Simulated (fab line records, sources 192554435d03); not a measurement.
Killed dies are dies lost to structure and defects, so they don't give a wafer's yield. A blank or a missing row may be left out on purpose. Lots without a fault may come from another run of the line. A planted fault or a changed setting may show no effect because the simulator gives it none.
A struck lot beside a sound one | flow n5_finfet | 15 steps out of a route of 1938
Sound: wafers L659.2, L659.3, L659.6. Struck: wafer L667.5. (L667.2, L667.3 of the same lot were not struck and are left out.) The cause comes at the end.
At each step with rows: each side's tool, then ch and its chambers, then its first start. Under that, the readings that differ: sound wafers | struck wafers | difference of the means | sigmas: that difference in standard deviations of wafers without a fault.
alike: readings whose means differ by less than 2 such deviations, and words and numbers that are the same on both sides. not compared: withheld readings, readings that some wafer has no value for, bounds like >300 that may hide the same value, and numbers for which the record gives no deviation and whose values overlap.
The two part at a step that has a row with sigmas, a row that says differs or no value, or rows on one side only. Numbers that don't overlap but have no deviation are shown without sigmas and don't part them. A reading that every wafer of one side lacks parts them only if that side has two wafers or more.

first, 8 steps without rows for these wafers: N5_BEOL_M10_COAT_63 (time 60 s, resist thk 100 nm); N5_BEOL_M10_COAT_64 (time 60 s, resist thk 30 nm); N5_BEOL_M10_COAT_22 (resist thk 90 nm); N5_BEOL_M10_EBR_24; N5_BEOL_M10_SOFTBAKE_23 (time 60 s); N5_BEOL_M10_EXPOSE_25 (exposes mask V9); N5_BEOL_M10_PEB_26 (peb time 60 s); N5_BEOL_M10_DEVELOP_27 (develop time 30 s).
N5_BEOL_M10_CD_MEAS_28: target cd 70 nm.
  sound on cd_sem-01 ch 0, day 11 01:43; struck on cd_sem-01 ch 0, day 12 11:55
  reading    | sound          | struck | difference | sigmas
  cd_nm (nm) | 72.0 69.9 70.4 | 68.5   | -2.3       | -2
N5_BEOL_M10_OVL_MEAS_29:
  sound on overlay-01 ch 0, day 11 01:45; struck on overlay-01 ch 0, day 12 11:56
  alike: V9_OVL
N5_BEOL_M10_INSPECT_30: inspects for defects (brightfield).
  sound on defect_inspect-02, day 11 01:46; struck on defect_inspect-02, day 12 11:58
  alike: raw_defect_count
N5_BEOL_M10_DESCUM_33: chemistry O2, time 7.9 s.
  sound on rie_diel-03 ch 0,1,3, day 11 01:49; struck on rie_diel-02 ch 2, day 12 12:00
  alike: drypump_motor_current_A, oes_product_au, rf_fwd_power_W, rf_vpp_V, showerhead_plenum_p_Torr, throttle_valve_pct
  not compared: rf_hours_counter_h
N5_BEOL_M10_ETCH_65: etches SiARC in CF4, target depth 39 nm, time 65 s.
  sound on rie_diel-03 ch 0,1,3, day 11 01:50; struck on rie_diel-02 ch 2, day 12 12:02
  reading               | sound             | struck | difference | sigmas
  etch_rf_on_time_s (s) | 66.1 62.6 67.4    | 44.1   | -21.3      | -13
  oes_product_au (a.u.) | 0.76 0.80 0.57    | 0.87   | +0.16      | +3
  rf_fwd_power_W (W)    | 539.1 536.9 540.6 | 530.9  | -8.0       | -4
  alike: drypump_motor_current_A, rf_vpp_V, showerhead_plenum_p_Torr, throttle_valve_pct
  not compared: rf_hours_counter_h
N5_BEOL_M10_ETCH_66: etches SOC in N2/H2, target depth 120 nm, overetch 24 nm, time 180 s.
  sound on rie_diel-03 ch 0,1,3, day 11 01:53; struck on rie_diel-02 ch 2, day 12 12:05
  alike: drypump_motor_current_A, oes_product_au, rf_fwd_power_W, rf_vpp_V, showerhead_plenum_p_Torr, throttle_valve_pct
  not compared: rf_hours_counter_h
N5_PASSIVATION_PROBE_49:
  the record has rows for the sound wafers here (prober-02, day 13 04:47) and none for the struck ones

WHERE THEY PART
First at N5_BEOL_M10_CD_MEAS_28; last, within this record, at N5_PASSIVATION_PROBE_49.

WHY: what the simulator had put in
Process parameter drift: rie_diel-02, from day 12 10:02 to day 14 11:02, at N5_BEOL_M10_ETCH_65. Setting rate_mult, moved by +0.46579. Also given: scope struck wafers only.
